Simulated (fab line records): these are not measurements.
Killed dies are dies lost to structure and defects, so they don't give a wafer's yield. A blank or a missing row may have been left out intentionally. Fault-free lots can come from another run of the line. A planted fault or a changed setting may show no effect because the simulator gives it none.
fab line records | flow nand_harc
record: lots: 12 wafers: 36 last_day: 24
route steps=1159 shown A_ONON_D1@443 A_CHANNEL_HOLE_D1@459
lots that met no fault: taken from a fault-free run of the same line
start_h: the number of hours between the record's first day and the start of the first shown wafer of the lot | wait_h: hours elapsed since this lot's preceding step | " same as the row above | L1.1+2: a row that stands for several wafers | - no value, or no start given | * or withheld: withheld | < > ~ a bound
route shown NAME@n: names a module that has steps shown in the file, with the first one's number in the route | usual: mean/standard deviation of fault-free wafers | same: alike in all rows | chamber/n: place in a boat | sites: the reading at each site | _std_site: the standard deviation of these | _edge_site: outer sites' mean less inner sites' | radius_mm: how far each site lies from the wafer's centre | mask NAME#n: copy n | behind: the tool/chamber that last shaped the wafer | hold: why the lot was held/for how many hours/how that ended | device: transistor that didn't switch, given as n, p or np | end of line: the route-end tests of the same wafers | step lacking rows: just its recipe | killed: count of dies lost to structure and defects at first sort (not the wafer's yield) | map: a wafer's dies, x killed, . not, _ none there
set.NAME: the setting that was run; set.NAME@STEP: the one run at that earlier step | model.NAME: the simulator's own value behind a step, which no gauge read
the route's steps for a sample of lots (tables are steps, rows are wafers)
services: when a tool's chamber went out of use (start_h, in hours from the record's first day, below 0 if earlier), for how many hours, and the reason
== steps ==
step: NHARC_A_ONON_D1_THK_MEAS_27
recipe: thk_meas_gauge: ellipsometry
usual: thk_nm: 1000/10
columns lot.wafer tool chamber start_h wait_h thk_nm
L992.1 film_metro-02 - 155.79 - 1013
L992.3 " - " " 1014
L992.5 " - " " 1012
L993.1 film_metro-01 - 176.58 - 982
L993.2 " - " " 981
L993.3 " - " " 984
L996.1 film_metro-02 - 190.38 - 1002
L996.4 " - " " 1001
L996.6 " - " " 1001
L994.2 film_metro-01 - 190.74 - 992
L994.3 " - " " 991
L994.6 " - " " 992
L997.3 film_metro-01 - 202.61 - 1006
L997.4 " - " " 1006
L997.6 " - " " 1006
L103.2 film_metro-01 - 232.61 - 995
L103.3 " - " " 995
L103.6 " - " " 996
L104.2 film_metro-02 - 242.12 - 1010
L104.3 " - " " 1009
L104.5 " - " " 1011
L105.1 film_metro-01 - 242.13 - 985
L105.5 " - " " 987
L105.6 " - " " 989
L110.4 film_metro-02 - 275.37 - 983
L110.5 " - " " 985
L110.6 " - " " 984
L111.1 film_metro-02 - 282.57 - 1000
L111.2 " - " " 1000
L111.3 " - " " 1000
L113.3 film_metro-01 - 300.56 - 1007
L113.4 " - " " 1008
L113.6 " - " " 1006
L114.1 film_metro-02 - 300.90 - 999
L114.4 " - " " 1001
L114.6 " - " " 999
step: NHARC_A_CHANNEL_HOLE_D1_EXPOSE_07
recipe: na: 1.35 target_cd_nm: 100 sigma_outer: 0.3 dose_mj: 59.65 mask_id: HOLE_D1
usual: exposure_dose_mJ_cm2: 59.65/0.059 reticle_temp_C: 22.97/0.11
same: sigma_outer: 0.3
columns lot.wafer tool chamber start_h wait_h mask exposure_dose_mJ_cm2 reticle_temp_C
L992.1 arfi_scanner-01 0 159.45 - HOLE_D1#0 59.64 23.00
L992.3 " 0 " " HOLE_D1#0 59.62 22.84
L992.5 " 0 " " HOLE_D1#0 59.68 22.95
L993.1 arfi_scanner-01 0 183.48 - HOLE_D1#0 59.67 22.90
L993.2 " 0 " " HOLE_D1#0 59.57 23.02
L993.3 " 0 " " HOLE_D1#0 59.64 23.11
L996.1 arfi_scanner-02 0 194.40 - HOLE_D1#0 59.59 22.81
L996.4 " 0 " " HOLE_D1#0 59.50 22.87
L996.6 " 0 " " HOLE_D1#0 59.61 22.86
L994.2 arfi_scanner-01 0 195.28 - HOLE_D1#0 59.68 23.12
L994.3 " 0 " " HOLE_D1#0 59.54 23.15
L994.6 " 0 " " HOLE_D1#0 59.62 22.94
L997.3 arfi_scanner-01 0 206.18 - HOLE_D1#0 54.42 22.80
L997.4 " 0 " " HOLE_D1#0 54.49 22.96
L997.6 " 0 " " HOLE_D1#0 54.48 22.96
L103.2 arfi_scanner-01 0 239.34 - HOLE_D1#0 55.46 22.93
L103.3 " 0 " " HOLE_D1#0 55.58 23.05
L103.6 " 0 " " HOLE_D1#0 55.52 22.87
L105.1 arfi_scanner-03 0 246.76 - HOLE_D1#0 59.59 23.01
L105.5 " 0 " " HOLE_D1#0 59.55 22.76
L105.6 " 0 " " HOLE_D1#0 59.63 22.97
L104.2 arfi_scanner-01 0 247.60 - HOLE_D1#0 56.41 23.20
L104.3 " 0 " " HOLE_D1#0 56.40 23.12
L104.5 " 0 " " HOLE_D1#0 56.30 23.24
L110.4 arfi_scanner-03 0 279.70 - HOLE_D1#0 59.66 22.94
L110.5 " 0 " " HOLE_D1#0 59.61 22.83
L110.6 " 0 " " HOLE_D1#0 59.56 22.82
L111.1 arfi_scanner-02 0 286.25 - HOLE_D1#0 59.73 22.90
L111.2 " 0 " " HOLE_D1#0 59.75 23.03
L111.3 " 0 " " HOLE_D1#0 59.64 23.01
L113.3 arfi_scanner-02 0 306.39 - HOLE_D1#0 59.70 23.11
L113.4 " 0 " " HOLE_D1#0 59.67 22.99
L113.6 " 0 " " HOLE_D1#0 59.64 23.00
L114.1 arfi_scanner-03 0 308.29 - HOLE_D1#0 59.72 23.00
L114.4 " 0 " " HOLE_D1#0 59.64 22.96
L114.6 " 0 " " HOLE_D1#0 59.64 23.04
step: NHARC_A_CHANNEL_HOLE_D1_CD_MEAS_10
recipe: target_cd_nm: 100 landing_energy_ev: 500
usual: cd_nm: 100.2/0.67
columns lot.wafer tool chamber start_h wait_h cd_nm
L992.1 cd_sem-02 0 159.59 - 99.3
L992.3 " 0 " " 99.7
L992.5 " 0 " " 99.4
L993.1 cd_sem-03 0 183.62 - 99.0
L993.2 " 0 " " 98.7
L993.3 " 0 " " 99.5
L996.1 cd_sem-01 0 194.54 - 100.8
L996.4 " 0 " " 100.2
L996.6 " 0 " " 100.2
L994.2 cd_sem-02 0 195.41 - 100.5
L994.3 " 0 " " 98.8
L994.6 " 0 " " 99.9
L997.3 cd_sem-02 0 206.31 - 96.6
L997.4 " 0 " " 95.8
L997.6 " 0 " " 96.3
L103.2 cd_sem-03 0 239.48 - 97.4
L103.3 " 0 " " 97.5
L103.6 " 0 " " 97.9
L105.1 cd_sem-01 0 246.90 - 100.6
L105.5 " 0 " " 99.9
L105.6 " 0 " " 99.2
L104.2 cd_sem-01 0 247.74 - 98.3
L104.3 " 0 " " 97.7
L104.5 " 0 " " 98.2
L110.4 cd_sem-02 0 279.83 - 101.0
L110.5 " 0 " " 99.0
L110.6 " 0 " " 99.6
L111.1 cd_sem-02 0 286.39 - 100.3
L111.2 " 0 " " 99.4
L111.3 " 0 " " 100.1
L113.3 cd_sem-02 0 306.52 - 100.2
L113.4 " 0 " " 100.6
L113.6 " 0 " " 101.2
L114.1 cd_sem-01 0 308.43 - 101.3
L114.4 " 0 " " 101.0
L114.6 " 0 " " 101.4
step: NHARC_A_CHANNEL_HOLE_D1_OVL_MEAS_11
usual: overlay_x_nm: -0.1/0.79 overlay_y_nm: -0.1/0.85
columns lot.wafer tool chamber start_h wait_h overlay_x_nm overlay_y_nm
L992.1 overlay-01 - 159.68 - -0.4 0.5
L992.3 " - " " -0.1 -0.9
L992.5 " - " " -0.3 -0.6
L993.1 overlay-01 - 183.70 - 0.5 -0.1
L993.2 " - " " -0.2 -0.3
L993.3 " - " " 0.1 -0.1
L996.1 overlay-01 - 194.62 - -0.6 2.0
L996.4 " - " " -0.7 1.6
L996.6 " - " " -0.2 1.6
L994.2 overlay-01 - 195.50 - 0.9 -1.2
L994.3 " - " " 0.6 0.4
L994.6 " - " " 0.6 -0.4
L997.3 overlay-02 - 206.40 - 0.2 -1.0
L997.4 " - " " 0.2 -0.5
L997.6 " - " " 0.2 -0.5
L103.2 overlay-02 - 239.56 - -0.4 -0.6
L103.3 " - " " -0.8 -0.8
L103.6 " - " " -0.8 -0.4
L105.1 overlay-02 - 246.99 - 1.0 1.0
L105.5 " - " " 1.0 1.4
L105.6 " - " " 1.0 1.1
L104.2 overlay-01 - 247.83 - -1.2 -0.4
L104.3 " - " " -1.0 -0.8
L104.5 " - " " -1.2 -0.9
L110.4 overlay-02 - 279.92 - 0.0 0.2
L110.5 " - " " 0.0 0.2
L110.6 " - " " -0.4 0.2
L111.1 overlay-02 - 286.48 - 0.0 0.6
L111.2 " - " " 0.3 1.3
L111.3 " - " " 0.0 0.8
L113.3 overlay-02 - 306.61 - 1.4 0.9
L113.4 " - " " 1.2 0.7
L113.6 " - " " 1.0 0.9
L114.1 overlay-02 - 308.52 - -0.1 0.9
L114.4 " - " " -0.1 0.7
L114.6 " - " " 0.4 0.6
step: NHARC_A_CHANNEL_HOLE_D1_ETCH_20
recipe: bias_v: 3000 source_w: withheld pressure_mtorr: 20 time_s: 361.9 ar_flow_sccm: 375 c4f8_flow_sccm: 89.3 o2_flow_sccm: 35.7 temp_c: -20 target_depth_a: 16000 chemistry: C4F8/O2/Ar
usual: drypump_motor_current_A: 5.7/0.36 he_backside_leak_sccm: 5.6/0.68 mfc_ar_sccm: 374.9/1.2 showerhead_plenum_p_Torr: 3.76/0.087 throttle_valve_pct: 32.155/0.0089
columns lot.wafer tool chamber start_h wait_h drypump_motor_current_A he_backside_leak_sccm mfc_ar_sccm rf_hours_counter_h showerhead_plenum_p_Torr throttle_valve_pct
L992.1 har_etch-02 1 161.07 0.1 5.3 9.6 376.0 92 3.88 32.156
L992.3 " 1 " " 5.3 5.0 376.1 - 3.88 32.148
L992.5 " 0 " " 6.0 5.5 375.9 - 3.70 32.175
L993.2 har_etch-02 0 185.09 0.1 6.0 5.9 374.9 101 3.69 32.168
L993.1 " 1 " " 5.3 4.8 374.6 101 3.88 32.147
L993.3 " 1 " " 5.3 5.2 374.7 - 3.88 32.171
L996.1 har_etch-02 1 196.22 0.1 5.3 5.0 377.4 105 3.87 32.156
L996.4 " 1 " " 5.3 5.0 375.0 - 3.87 32.151
L996.6 " 1 " " 5.3 5.0 375.4 - 3.87 32.162
L994.2 har_etch-02 0 200.46 0.1 6.0 5.7 373.8 109 3.69 32.158
L994.3 " 0 " " 6.0 6.0 374.3 - 3.69 32.156
L994.6 " 0 " " 6.0 6.2 374.1 - 3.69 32.164
L997.4 har_etch-02 0 207.92 0.2 6.1 5.5 373.3 - 3.68 32.158
L997.3 " 1 " " 5.3 5.3 373.2 - 3.87 32.159
L997.6 " 0 " " 6.1 5.6 374.0 - 3.68 32.151
L103.2 har_etch-01 0 240.95 0.1 5.4 5.4 373.7 212 3.81 32.144
L103.3 " 1 " " 6.0 5.3 374.6 - 3.67 32.142
L103.6 " 1 " " 6.0 5.4 374.9 - 3.67 32.169
L105.1 har_etch-01 0 248.47 0.1 5.4 5.4 377.1 219 3.81 32.154
L105.6 " 1 " " 6.0 5.3 376.5 - 3.67 32.159
L105.5 " 0 " " 5.4 5.5 375.1 - 3.81 32.148
L104.2 har_etch-02 1 250.02 0.1 5.2 5.1 375.8 133 3.86 32.152
L104.3 " 1 " " 5.3 5.1 373.7 - 3.86 32.169
L104.5 " 1 " " 5.3 5.1 375.1 - 3.86 32.153
L110.4 har_etch-02 0 281.85 0.2 6.0 5.8 376.4 - 3.67 32.133
L110.5 " 0 " " 6.0 6.0 377.8 - 3.67 32.164
L110.6 " 1 " " 5.3 5.3 373.4 - 3.85 32.143
L111.1 har_etch-01 1 288.44 0.1 6.0 5.5 373.1 238 3.66 32.146
L111.2 " 0 " " 5.4 5.3 375.0 238 3.80 32.168
L111.3 " 0 " " 5.4 5.4 374.0 - 3.80 32.153
L113.4 har_etch-02 1 308.10 0.2 5.3 5.1 374.9 - 3.84 32.133
L113.3 " 0 " " 6.1 5.9 374.2 - 3.66 32.169
L113.6 " 0 " " 6.1 6.2 377.4 - 3.66 32.143
L114.1 har_etch-02 0 316.32 0.1 6.1 5.9 375.6 167 3.65 32.150
L114.4 " 1 " " 5.3 5.2 374.2 - 3.84 32.149
L114.6 " 0 " " 6.0 6.2 372.3 - 3.65 32.164
== services ==
columns tool chamber start_h hours kind
arfi_scanner-03 - 158.06 4.0 pm
arfi_scanner-03 - 164.05 0.7 repair
arfi_scanner-03 - 193.42 7.1 repair
arfi_scanner-01 - 196.00 4.0 pm
arfi_scanner-02 - 256.01 4.0 pm
arfi_scanner-01 - 283.54 8.6 repair
har_etch-01 - 305.00 17.0 pm
har_etch-01 0 305.00 17.0 vent_cycle
har_etch-01 1 305.00 17.0 vent_cycle
== key ==
first_sign: step: NHARC_A_CHANNEL_HOLE_D1_EXPOSE_07 reading: exposure_dose_mJ_cm2 direction: down sigmas: 71 usual: 59.65 struck: 55.45
effect: step: NHARC_A_CHANNEL_HOLE_D1_CD_MEAS_10 reading: cd_nm direction: down sigmas: 4.2 usual: 100.2 struck: 97.3 through: control_loop
met_at NHARC_A_CHANNEL_HOLE_D1_EXPOSE_07
struck_lots L997,L103,L104
tester_left_out L997,L103,L104
loop_trim: step: NHARC_A_CHANNEL_HOLE_D1_EXPOSE_07 setting: dose lots: L103,L104
not_acting_at NHARC_A_ONON_D1_THK_MEAS_27,NHARC_A_CHANNEL_HOLE_D1_OVL_MEAS_11,NHARC_A_CHANNEL_HOLE_D1_ETCH_20
onset_between 195.28 206.18
fault: kind: process_parameter_drift tool: arfi_scanner-01 chamber: - onset_h: 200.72 steps: NHARC_A_CHANNEL_HOLE_D1_EXPOSE_07 channel: dose_mj offset: -5.1656 shape: step acts_in: these_recipes_only stated: 59.65
tester_left_out: of these lots the tester's yield and bins aren't shown, on N5 and GAA mostly nor the transistor test; their killed dies are dies lost to structure and defects alone, not to doping, threshold or leakage, so they don't give the yield
loop_trim: a control loop set the setting to another value than it would have without faults
